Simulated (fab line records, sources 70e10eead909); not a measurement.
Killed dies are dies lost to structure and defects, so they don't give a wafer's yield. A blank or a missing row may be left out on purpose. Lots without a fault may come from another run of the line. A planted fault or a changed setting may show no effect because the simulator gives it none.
Which tool did it? | flow nand_harc | 14 lots, 42 wafers sampled, at 4 steps of a route of 1302

WHAT THE GAUGES READ, wafer by wafer
The record holds no reading of a measuring or inspecting step that can be judged against a usual standard deviation.

WHICH TOOL RAN EACH LOT (tool, then ch and the chambers of the sampled wafers, then the start)
lot  | NHARC_A_BLC_CMP_25            | NHARC_A_M0_PRE_CLEAN_29                 | NHARC_A_M0_PVD_20            | NHARC_A_M0_ANNEAL_30
L405 | cmp-04 ch 1,2, day 22 15:37   | pvd_sputter-02, day 22 18:11 or earlier | pvd_sputter-02, day 22 18:11 | rtp_anneal-02 ch 0, day 22 18:51
L407 | cmp-02 ch 1,2, day 23 23:07   | pvd_sputter-02, day 24 01:40 or earlier | pvd_sputter-02, day 24 01:40 | rtp_anneal-02 ch 0, day 24 02:25
L409 | cmp-04 ch 1,3, day 24 03:29   | pvd_sputter-02, day 24 06:02 or earlier | pvd_sputter-02, day 24 06:02 | rtp_anneal-01 ch 0, day 24 06:39
L412 | cmp-02 ch 0,2,3, day 25 15:32 | pvd_sputter-03, day 25 18:14 or earlier | pvd_sputter-03, day 25 18:14 | rtp_anneal-01 ch 0, day 25 18:51
L413 | cmp-02 ch 1,2,3, day 26 09:20 | pvd_sputter-01, day 26 11:51 or earlier | pvd_sputter-01, day 26 11:51 | rtp_anneal-02 ch 0, day 26 12:29
L417 | cmp-03 ch 1,2, day 27 07:31   | pvd_sputter-02, day 27 10:02 or earlier | pvd_sputter-02, day 27 10:02 | rtp_anneal-01 ch 0, day 27 10:39
L420 | cmp-03 ch 0,1,2, day 28 09:25 | pvd_sputter-01, day 28 11:58 or earlier | pvd_sputter-01, day 28 11:58 | rtp_anneal-01 ch 0, day 28 12:37
L419 | cmp-03 ch 1,2,3, day 28 11:13 | pvd_sputter-01, day 28 13:48 or earlier | pvd_sputter-01, day 28 13:48 | rtp_anneal-01 ch 0, day 28 14:28
L422 | cmp-03 ch 0,1,3, day 29 01:41 | pvd_sputter-03, day 29 04:23 or earlier | pvd_sputter-03, day 29 04:23 | rtp_anneal-01 ch 0, day 29 05:04
L426 | cmp-02 ch 0,1,3, day 30 12:08 | pvd_sputter-02, day 30 14:43 or earlier | pvd_sputter-02, day 30 14:43 | rtp_anneal-02 ch 0, day 30 15:21
L424 | cmp-04 ch 1,2,3, day 30 15:25 | pvd_sputter-02, day 30 17:58 or earlier | pvd_sputter-02, day 30 17:58 | rtp_anneal-01 ch 0, day 30 18:34
L425 | cmp-04 ch 0,1,3, day 31 04:55 | pvd_sputter-02, day 31 07:17 or earlier | pvd_sputter-02, day 31 07:17 | rtp_anneal-01 ch 0, day 31 07:56
L427 | cmp-02 ch 0,1,2, day 32 16:25 | pvd_sputter-03, day 32 19:01 or earlier | pvd_sputter-03, day 32 19:01 | rtp_anneal-02 ch 0, day 32 19:41
L428 | cmp-03 ch 0,2, day 32 18:58   | pvd_sputter-01, day 32 22:05 or earlier | pvd_sputter-01, day 32 22:05 | rtp_anneal-01 ch 0, day 32 22:46
- NHARC_A_BLC_CMP_25: polishes, t overpolish 30 s, target thk 150 nm.
- NHARC_A_M0_PRE_CLEAN_29: time 30 s.
- NHARC_A_M0_PVD_20: deposits TaN, target thk 5 nm, time 8.06 s.
- NHARC_A_M0_ANNEAL_30: time 90 s.

WHAT THE TOOLS THEMSELVES READ (means of the sampled wafers that have a number; where no wafer has one, the mark that the record gives instead)
NHARC_A_BLC_CMP_25.
lot  | tool   | edge_zone_pressure_frac | motor_current_A (A) | overpolish_run_s (s) | time_to_endpoint_s (s)
L405 | cmp-04 | 1.002                   | 11.1                | 29.992               | 30.3
L407 | cmp-02 | 1.004                   | 10.5                | 30.001               | 31.9
L409 | cmp-04 | 0.994                   | 10.6                | 29.991               | 32.1
L412 | cmp-02 | 0.999                   | 11.1                | 30.003               | 27.8
L413 | cmp-02 | 1.001                   | 10.6                | 29.985               | 31.1
L417 | cmp-03 | 1.000                   | 11.4                | 29.998               | 33.2
L420 | cmp-03 | 1.002                   | 11.3                | 29.991               | 30.2
L419 | cmp-03 | 0.998                   | 11.7                | 29.992               | 25.0
L422 | cmp-03 | 0.999                   | 11.9                | 29.991               | 27.1
L426 | cmp-02 | 0.999                   | 10.6                | 29.997               | 29.6
L424 | cmp-04 | 1.002                   | 11.0                | 29.999               | 28.2
L425 | cmp-04 | 0.999                   | 11.2                | 29.994               | 27.4
L427 | cmp-02 | 1.001                   | 11.5                | 29.999               | 30.1
L428 | cmp-03 | 1.004                   | 11.3                | 30.003               | 31.0

NHARC_A_M0_PRE_CLEAN_29.
lot  | tool           | heater_power_w (W)
L405 | pvd_sputter-02 | 348
L407 | pvd_sputter-02 | 377
L409 | pvd_sputter-02 | 392
L412 | pvd_sputter-03 | 393
L413 | pvd_sputter-01 | 382
L417 | pvd_sputter-02 | 392
L420 | pvd_sputter-01 | 417
L419 | pvd_sputter-01 | 391
L422 | pvd_sputter-03 | 384
L426 | pvd_sputter-02 | 396
L424 | pvd_sputter-02 | 365
L425 | pvd_sputter-02 | 379
L427 | pvd_sputter-03 | 363
L428 | pvd_sputter-01 | 426

NHARC_A_M0_PVD_20.
lot  | tool           | bias_v (V) | cathode_dc_power_W (W) | throttle_valve_pct (%)
L405 | pvd_sputter-02 | 168.7      | 14999                  | 29.3
L407 | pvd_sputter-02 | 165.6      | 15002                  | 29.9
L409 | pvd_sputter-02 | 168.2      | 15002                  | 29.3
L412 | pvd_sputter-03 | 168.0      | 14997                  | 29.7
L413 | pvd_sputter-01 | 170.2      | 14998                  | 30.6
L417 | pvd_sputter-02 | 168.8      | 15000                  | 30.5
L420 | pvd_sputter-01 | -          | -                      | -
L419 | pvd_sputter-01 | -          | -                      | -
L422 | pvd_sputter-03 | 170.0      | 14998                  | 29.7
L426 | pvd_sputter-02 | 169.9      | 15002                  | 30.3
L424 | pvd_sputter-02 | 168.5      | 15000                  | 29.5
L425 | pvd_sputter-02 | 169.1      | 14999                  | 29.9
L427 | pvd_sputter-03 | 166.3      | 15000                  | 28.2
L428 | pvd_sputter-01 | 168.8      | 15001                  | 30.6

NHARC_A_M0_ANNEAL_30.
lot  | tool          | wafer_temp_C_max
L405 | rtp_anneal-02 | 225.90
L407 | rtp_anneal-02 | 225.73
L409 | rtp_anneal-01 | 225.59
L412 | rtp_anneal-01 | 225.95
L413 | rtp_anneal-02 | 225.88
L417 | rtp_anneal-01 | 225.51
L420 | rtp_anneal-01 | 225.88
L419 | rtp_anneal-01 | 225.67
L422 | rtp_anneal-01 | 225.58
L426 | rtp_anneal-02 | 225.74
L424 | rtp_anneal-01 | 225.91
L425 | rtp_anneal-01 | 225.72
L427 | rtp_anneal-02 | 225.69
L428 | rtp_anneal-01 | 225.60

THE ANSWER, worked out from the rows above alone
Rule: what is usual is taken from the lots themselves. Put in order of their means at a reading, lots are off if they are a third of the lots or fewer, leave a main group of 4 or more, and stand apart from it by a gap of 3 or more times the standard deviation of the main group's means; of several such gaps the widest counts. A main group whose means are all the same, to the digits that the tables above print for the reading, isn't used. A lot without any number at a reading at which 4 lots or more have one is off too. The other lots that the step has rows for count as sound. The gauges are gone through in route order, then the tools' own readings, and for those a lot's mean is taken as printed above. The first step at which some lot is off is used, and at that step the reading that is off furthest; a lot without a number counts as furthest.
Off: L420, L419, at NHARC_A_M0_PVD_20 (bias_v). Without a number there: L420, L419. The main group: mean 168.5 V, standard deviation 1.3.
A tool fits if, at that step or a process step before it, it ran every lot that is off, and no sound lot after the first of them. NHARC_A_M0_PRE_CLEAN_29 gives no start for some lots, so the hours and the order of its lots are those of NHARC_A_M0_PVD_20. None of those tried fits.

WHAT THE SIMULATOR HAD PUT IN
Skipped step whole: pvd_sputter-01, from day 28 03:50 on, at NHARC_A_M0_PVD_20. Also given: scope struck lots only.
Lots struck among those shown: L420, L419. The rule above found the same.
